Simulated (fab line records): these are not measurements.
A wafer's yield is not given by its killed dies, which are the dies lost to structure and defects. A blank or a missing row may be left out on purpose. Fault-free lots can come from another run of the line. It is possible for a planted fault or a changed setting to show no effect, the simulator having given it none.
fab line records + flow n5-finfet
record
- lots=12
- wafers=34
- last-day=18
route steps=1938 shown BEOL_M8@1387 BEOL_M9@1404
lots untouched by any fault: they come from a run of this same line in which no faults occurred
start-h: start of the lot's first displayed wafer, in hours after the record's first day + wait-h: hours elapsed since this lot's preceding step + " as in the row above + L1.1+2: a row that stands for several wafers + - no value, or no start given + * or withheld: withheld + < > ~ a bound
route shown NAME@n: names a module that has steps shown in the file, with the first one's number in the route + usual: the fault-free wafers' mean and standard deviation + same: alike in all rows + chamber/n: place in a boat + sites: each site's reading + _std_site: the standard deviation of these + _edge_site: outer sites' mean less inner sites' + radius-mm: how far each site lies from the wafer's centre + mask NAME#n: copy n + behind: the tool/chamber that last shaped the wafer + hold: the reason the lot was held/the length of the hold in hours/how it ended + device: the n, p or np transistor that did not switch + end of line: the route-end tests of the same wafers + a step given without rows: its recipe and nothing more + killed: dies that structure and defects cost at the first sort, which is not the same as the wafer's yield + map: the dies of a wafer, with x for killed, . for not killed, _ for no die there
set.NAME: the run value of the setting; set.NAME@STEP: its run value at that earlier step + model.NAME: the simulator's own value behind a step, which no gauge read
steps of the route over a sample of lots; a table a step, a row a wafer
services: from which hour (start-h, from the record's first day; less than 0 if before it) a tool's chamber was out of use, for how many hours, and why
## steps
# step N5_BEOL_M8_DEGAS_44
# recipe
- ambient=vacuum
- temp-c=250
- time-s=60
# usual
- heater-power-w=333/24
| lot.wafer | tool           | chamber | start-h | wait-h | heater-power-w |
|-----------|----------------|---------|---------|--------|----------------|
| L662.3    | pvd-sputter-03 | -       | 214.57  | 1.1    | 357            |
| L662.4    | "              | -       | "       | "      | 295            |
| L662.6    | "              | -       | "       | "      | 291            |
| L663.1    | pvd-sputter-02 | -       | 223.11  | 0.4    | 310            |
| L663.3    | "              | -       | "       | "      | 365            |
| L663.5    | "              | -       | "       | "      | 317            |
| L665.3    | pvd-sputter-02 | -       | 244.13  | 0.3    | 361            |
| L665.4    | "              | -       | "       | "      | 319            |
| L665.6    | "              | -       | "       | "      | 359            |
| L668.4    | pvd-sputter-03 | -       | 256.83  | 0.2    | 354            |
| L668.5    | "              | -       | "       | "      | 335            |
| L668.6    | "              | -       | "       | "      | 297            |
| L670.2    | pvd-sputter-03 | -       | 265.48  | 1.9    | 299            |
| L670.4    | "              | -       | "       | "      | 364            |
| L670.5    | "              | -       | "       | "      | 349            |
| L671.1    | pvd-sputter-01 | -       | 269.97  | 0.6    | 344            |
| L671.4    | "              | -       | "       | "      | 314            |
| L671.6    | "              | -       | "       | "      | 311            |
| L672.1    | pvd-sputter-03 | -       | 273.77  | 0.3    | 334            |
| L672.4    | "              | -       | "       | "      | 329            |
| L672.6    | "              | -       | "       | "      | 338            |
| L673.1    | pvd-sputter-02 | -       | 285.63  | 0.3    | 338            |
| L673.2    | "              | -       | "       | "      | 318            |
| L673.3    | "              | -       | "       | "      | 358            |
| L676.4    | pvd-sputter-02 | -       | 311.94  | 0.5    | 315            |
| L676.5    | "              | -       | "       | "      | 368            |
| L680.1    | pvd-sputter-03 | -       | 322.73  | 0.7    | 339            |
| L680.2    | "              | -       | "       | "      | 289            |
| L680.3    | "              | -       | "       | "      | 353            |
| L682.3    | pvd-sputter-02 | -       | 343.61  | 0.4    | 307            |
| L682.4    | "              | -       | "       | "      | 342            |
| L682.6    | "              | -       | "       | "      | 349            |
| L685.2    | pvd-sputter-03 | -       | 356.38  | 1.0    | 343            |
| L685.5    | "              | -       | "       | "      | 340            |
# step N5_BEOL_M8_SPUTTER_48
# recipe
- material=Cu
- target-thk-a=100
- temp-c=-20
- bias-v=60
- power-w=26000
- chamber-pressure-pa=0.13
- time-s=1.667
# usual
- throttle-valve-pct=29.8/0.82
| lot.wafer | tool           | chamber | start-h | wait-h | throttle-valve-pct |
|-----------|----------------|---------|---------|--------|--------------------|
| L662.3    | pvd-sputter-02 | -       | 215.48  | 0.1    | 29.7               |
| L662.4    | "              | -       | "       | "      | 29.8               |
| L662.6    | "              | -       | "       | "      | 29.6               |
| L663.1    | pvd-sputter-01 | -       | 224.08  | 0.1    | 28.6               |
| L663.3    | "              | -       | "       | "      | 28.8               |
| L663.5    | "              | -       | "       | "      | 29.9               |
| L665.3    | pvd-sputter-02 | -       | 245.11  | 0.2    | 30.2               |
| L665.4    | "              | -       | "       | "      | 29.8               |
| L665.6    | "              | -       | "       | "      | 29.4               |
| L668.4    | pvd-sputter-03 | -       | 257.65  | 0.1    | 28.7               |
| L668.5    | "              | -       | "       | "      | 28.5               |
| L668.6    | "              | -       | "       | "      | 29.4               |
| L670.2    | pvd-sputter-03 | -       | 266.42  | 0.2    | 30.8               |
| L670.4    | "              | -       | "       | "      | 29.1               |
| L670.5    | "              | -       | "       | "      | 30.7               |
| L671.1    | pvd-sputter-02 | -       | 270.62  | 0.1    | 29.8               |
| L671.4    | "              | -       | "       | "      | 29.8               |
| L671.6    | "              | -       | "       | "      | 29.6               |
| L672.1    | pvd-sputter-01 | -       | 275.01  | 0.1    | 28.9               |
| L672.4    | "              | -       | "       | "      | 28.0               |
| L672.6    | "              | -       | "       | "      | 30.3               |
| L673.1    | pvd-sputter-01 | -       | 287.52  | 1.1    | 30.3               |
| L673.2    | "              | -       | "       | "      | 28.2               |
| L673.3    | "              | -       | "       | "      | 30.1               |
| L676.4    | pvd-sputter-02 | -       | 312.80  | 0.1    | 29.7               |
| L676.5    | "              | -       | "       | "      | 29.6               |
| L680.1    | pvd-sputter-03 | -       | 323.49  | 0.2    | 30.3               |
| L680.2    | "              | -       | "       | "      | 28.6               |
| L680.3    | "              | -       | "       | "      | 30.9               |
| L682.3    | pvd-sputter-03 | -       | 345.40  | 0.1    | 30.5               |
| L682.4    | "              | -       | "       | "      | 30.5               |
| L682.6    | "              | -       | "       | "      | 28.6               |
| L685.2    | pvd-sputter-02 | -       | 357.10  | 0.1    | 30.3               |
| L685.5    | "              | -       | "       | "      | 30.9               |
# step N5_BEOL_M8_ECD_50
# recipe
- material=Cu
- target-thk-a=3000
| lot.wafer  | tool      | chamber | start-h | wait-h |
|------------|-----------|---------|---------|--------|
| L662.3+4+6 | ecd-cu-01 | 1,0,0   | 215.62  | 0.1    |
| L663.1+3+5 | ecd-cu-01 | 0,0,1   | 224.20  | 0.1    |
| L665.3+4+6 | ecd-cu-01 | 0,1,0   | 245.25  | 0.1    |
| L668.4+5+6 | ecd-cu-02 | 1,1,0   | 257.79  | 0.1    |
| L670.2+4+5 | ecd-cu-02 | 1       | 266.54  | 0.1    |
| L671.1+4+6 | ecd-cu-02 | 0,0,1   | 270.74  | 0.1    |
| L672.1+4+6 | ecd-cu-01 | 0,1,1   | 275.13  | 0.1    |
| L673.1+2+3 | ecd-cu-01 | 1,0,0   | 287.64  | 0.1    |
| L676.4+5   | ecd-cu-02 | 1,0     | 312.95  | 0.1    |
| L680.1+2+3 | ecd-cu-02 | 1,0,1   | 323.60  | 0.1    |
| L682.3+4+6 | ecd-cu-01 | 1,0,1   | 345.54  | 0.1    |
| L685.2+5   | ecd-cu-01 | 0,1     | 357.21  | 0.1    |
# step N5_BEOL_M8_CMP_52
# recipe
- stop-on=SiCOH_lowk
- t-overpolish-s=6.9
- down-force-psi=1
- platen-rpm=50
- clearing-platen-down-force-psi=1.5
- clearing-platen-rpm=50
- post-cmp-clean=cu-alkaline
- target-thk-nm=80
- clearing-platen-pad-velocity-m-s=0.99484
- pad-velocity-m-s=0.99484
# usual
- motor-current-A=5.9/0.76
- time-to-endpoint-s=61/3.9
| lot.wafer | tool   | chamber | start-h | wait-h | motor-current-A | time-to-endpoint-s |
|-----------|--------|---------|---------|--------|-----------------|--------------------|
| L662.4    | cmp-03 | 2       | 216.15  | 0.2    | 6.5             | 57                 |
| L662.3    | "      | 3       | "       | "      | 6.3             | 64                 |
| L662.6    | "      | 0       | "       | "      | 7.6             | 63                 |
| L663.1    | cmp-04 | 1       | 224.91  | 0.3    | 4.4             | 63                 |
| L663.3    | "      | 3       | "       | "      | 6.2             | 55                 |
| L663.5    | "      | 2       | "       | "      | 5.6             | 57                 |
| L665.3    | cmp-04 | 2       | 246.01  | 0.2    | 5.8             | 62                 |
| L665.4    | "      | 3       | "       | "      | 6.3             | 57                 |
| L665.6    | "      | 2       | "       | "      | 5.9             | 64                 |
| L668.4    | cmp-01 | 3       | 258.30  | 0.2    | 5.1             | 65                 |
| L668.5    | "      | 2       | "       | "      | 5.0             | 55                 |
| L668.6    | "      | 3       | "       | "      | 5.1             | 65                 |
| L670.2    | cmp-03 | 2       | 267.33  | 0.3    | 6.6             | 62                 |
| L670.4    | "      | 3       | "       | "      | 5.8             | 68                 |
| L670.5    | "      | 1       | "       | "      | 5.9             | 64                 |
| L671.1    | cmp-03 | 0       | 271.13  | 0.3    | 7.4             | 62                 |
| L671.4    | "      | 1       | "       | "      | 6.0             | 63                 |
| L671.6    | "      | 0       | "       | "      | 6.8             | 66                 |
| L672.4    | cmp-03 | 2       | 275.74  | 0.1    | 6.5             | 63                 |
| L672.1    | "      | 1       | "       | "      | 5.9             | 65                 |
| L672.6    | "      | 3       | "       | "      | 5.7             | 67                 |
| L673.1    | cmp-01 | 0       | 288.67  | 0.5    | 6.0             | 68                 |
| L673.2    | "      | 1       | "       | "      | 6.4             | 61                 |
| L673.3    | "      | 3       | "       | "      | 5.0             | 66                 |
| L676.4    | cmp-04 | 1       | 313.53  | 0.2    | 4.6             | 60                 |
| L676.5    | "      | 3       | "       | "      | 6.1             | 33                 |
| L680.3    | cmp-03 | 3       | 323.99  | 0.2    | 5.9             | 63                 |
| L680.1    | "      | 1       | "       | "      | 6.0             | 62                 |
| L680.2    | "      | 2       | "       | "      | 6.8             | 37                 |
| L682.4    | cmp-04 | 2       | 345.91  | 0.1    | 5.7             | 63                 |
| L682.3    | "      | 3       | "       | "      | 6.0             | 56                 |
| L682.6    | "      | 3       | "       | "      | 5.9             | 55                 |
| L685.2    | cmp-03 | 2       | 357.74  | 0.3    | 6.7             | 61                 |
| L685.5    | "      | 0       | "       | "      | 7.4             | 63                 |
# step N5_BEOL_M9_PECVD_70
# recipe
- material=SiO2
- target-thk-a=200
- temp-c=400
- precursor=TEOS/O2
- pressure-torr=5.5
- rf-w=450
- teos-flow-sccm=53.8
- gas=O2
- flow-sccm=3000
- time-s=22.7
# usual
- heater-power-outer-w=414/75
- heater-power-w=696/130
- showerhead-plenum-p-Torr=8.74/0.054
- showerhead-vpp-V=1326/74
- throttle-valve-pct=23.0/2
| lot.wafer | tool     | chamber | start-h | wait-h | heater-power-outer-w | heater-power-w | showerhead-plenum-p-Torr | showerhead-vpp-V | throttle-valve-pct |
|-----------|----------|---------|---------|--------|----------------------|----------------|--------------------------|------------------|--------------------|
| L662.3    | pecvd-04 | 1       | 218.44  | 0.1    | 417                  | 622            | 8.78                     | 1239             | 22.3               |
| L662.4    | "        | 0       | "       | "      | 364                  | 650            | 8.76                     | 1294             | 22.2               |
| L662.6    | "        | 1       | "       | "      | 402                  | 613            | 8.76                     | 1245             | 22.8               |
| L663.1    | pecvd-03 | 1       | 226.05  | 0.0    | 357                  | 625            | 8.64                     | 1438             | 23.1               |
| L663.3    | "        | 0       | "       | "      | 380                  | 654            | 8.75                     | 1341             | 27.3               |
| L663.5    | "        | 0       | "       | "      | 379                  | 650            | 8.76                     | 1368             | 27.7               |
| L665.3    | pecvd-04 | 0       | 247.57  | 0.0    | 433                  | 701            | 8.78                     | 1292             | 22.3               |
| L665.4    | "        | 1       | "       | "      | 415                  | 618            | 8.78                     | 1250             | 22.6               |
| L665.6    | "        | 2       | "       | "      | 480                  | 871            | 8.65                     | 1416             | 21.5               |
| L668.4    | pecvd-01 | 2       | 259.40  | 0.1    | 404                  | 688            | 8.76                     | 1221             | 23.0               |
| L668.5    | "        | 1       | "       | "      | 336                  | 531            | 8.83                     | 1261             | 22.3               |
| L668.6    | "        | 0       | "       | "      | 596                  | 960            | 8.75                     | 1367             | 22.0               |
| L670.2    | pecvd-03 | 1       | 268.39  | 0.0    | 310                  | 548            | 8.67                     | 1442             | 23.2               |
| L670.4    | "        | 1       | "       | "      | 317                  | 560            | 8.66                     | 1428             | 23.1               |
| L670.5    | "        | 2       | "       | "      | 520                  | 805            | 8.73                     | 1328             | 20.2               |
| L671.1    | pecvd-03 | 1       | 272.25  | 0.0    | 338                  | 614            | 8.65                     | 1431             | 23.2               |
| L671.4    | "        | 2       | "       | "      | 497                  | 814            | 8.72                     | 1329             | 20.4               |
| L671.6    | "        | 0       | "       | "      | 402                  | 699            | 8.75                     | 1356             | 27.3               |
| L672.1    | pecvd-04 | 1       | 276.87  | 0.0    | 407                  | 624            | 8.80                     | 1272             | 22.4               |
| L672.4    | "        | 0       | "       | "      | 418                  | 685            | 8.74                     | 1274             | 22.5               |
| L672.6    | "        | 2       | "       | "      | 468                  | 844            | 8.64                     | 1421             | 21.5               |
| L673.1    | pecvd-04 | 1       | 289.79  | 0.0    | 342                  | 522            | 8.77                     | 1276             | 22.5               |
| L673.2    | "        | 0       | "       | "      | 423                  | 698            | 8.76                     | 1307             | 22.5               |
| L673.3    | "        | 2       | "       | "      | 430                  | 817            | 8.67                     | 1434             | 21.7               |
| L676.4    | pecvd-04 | 1       | 314.59  | 0.1    | 336                  | 522            | 8.79                     | 1267             | 22.6               |
| L676.5    | "        | 0       | "       | "      | 362                  | 627            | 8.77                     | 1290             | 22.4               |
| L680.1    | pecvd-01 | 0       | 325.62  | 0.0    | 522                  | 924            | 8.75                     | 1353             | 22.1               |
| L680.2    | "        | 1       | "       | "      | 287                  | 462            | 8.83                     | 1255             | 22.3               |
| L680.3    | "        | 2       | "       | "      | 365                  | 649            | 8.75                     | 1205             | 23.3               |
| L682.3    | pecvd-03 | 0       | 347.51  | 0.0    | 433                  | 728            | 8.74                     | 1347             | 27.4               |
| L682.4    | "        | 2       | "       | "      | 430                  | 710            | 8.72                     | 1322             | 20.5               |
| L682.6    | "        | 0       | "       | "      | 442                  | 760            | 8.76                     | 1354             | 27.4               |
| L685.2    | pecvd-01 | 1       | 358.74  | 0.0    | 283                  | 454            | 8.81                     | 1255             | 22.4               |
| L685.5    | "        | 1       | "       | "      | 275                  | 445            | 8.86                     | 1236             | 22.4               |
## services
| tool      | chamber | start-h | hours | kind                           |
|-----------|---------|---------|-------|--------------------------------|
| cmp-04    | -       | 191.48  | 0.5   | repair                         |
| pecvd-04  | 2       | 202.38  | -     | clean                          |
| pecvd-04  | 2       | 202.38  | -     | consumable-replace:showerhead  |
| pecvd-04  | 2       | 202.38  | 29.0  | scheduled-down                 |
| pecvd-04  | 2       | 202.38  | 29.0  | vent-cycle                     |
| cmp-01    | -       | 213.14  | 15.0  | pm                             |
| cmp-01    | -       | 241.18  | 2.2   | pm                             |
| pecvd-03  | -       | 242.55  | 1.7   | repair                         |
| cmp-01    | -       | 243.90  | 4.0   | pm                             |
| ecd-cu-02 | -       | 246.25  | 6.3   | pm                             |
| pecvd-03  | -       | 247.71  | 5.3   | repair                         |
| cmp-04    | -       | 248.72  | 3.4   | repair                         |
| pecvd-01  | -       | 259.73  | 2.9   | repair                         |
| cmp-01    | -       | 260.80  | 0.8   | repair                         |
| cmp-04    | -       | 269.35  | 4.0   | pm                             |
| cmp-04    | -       | 273.35  | -     | consumable-replace:conditioner |
| cmp-03    | -       | 281.13  | 8.0   | repair                         |
| ecd-cu-01 | -       | 283.45  | 1.3   | repair                         |
| cmp-04    | -       | 284.46  | 6.0   | pm                             |
| pecvd-03  | 1       | 300.78  | 2.8   | repair                         |
| pecvd-03  | 1       | 322.46  | 12.9  | repair                         |
| cmp-04    | -       | 330.87  | 1.7   | repair                         |
| pecvd-04  | -       | 350.00  | 0.5   | repair                         |
| cmp-03    | -       | 350.24  | 3.0   | pm                             |
## key
first-sign
- step=N5_BEOL_M8_CMP_52
- reading=time-to-endpoint-s
- direction=down
- sigmas=6.8
- usual=*
- struck=*
effect none on later readings
met-at N5_BEOL_M8_ECD_50
struck-lots L676,L680
struck-wafers L676.5,L680.2
not-acting-at N5_BEOL_M8_DEGAS_44,N5_BEOL_M8_SPUTTER_48,N5_BEOL_M9_PECVD_70
onset-between 270.74 312.95
fault
- kind=process-parameter-drift
- tool=ecd-cu-02
- chamber=-
- onset-h=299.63
- steps=N5_BEOL_M8_ECD_50
- channel=target-thk-a
- offset=*
- shape=step
- end-h=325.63
- scope=struck-wafers-only
- acts-in=*
- stated=*
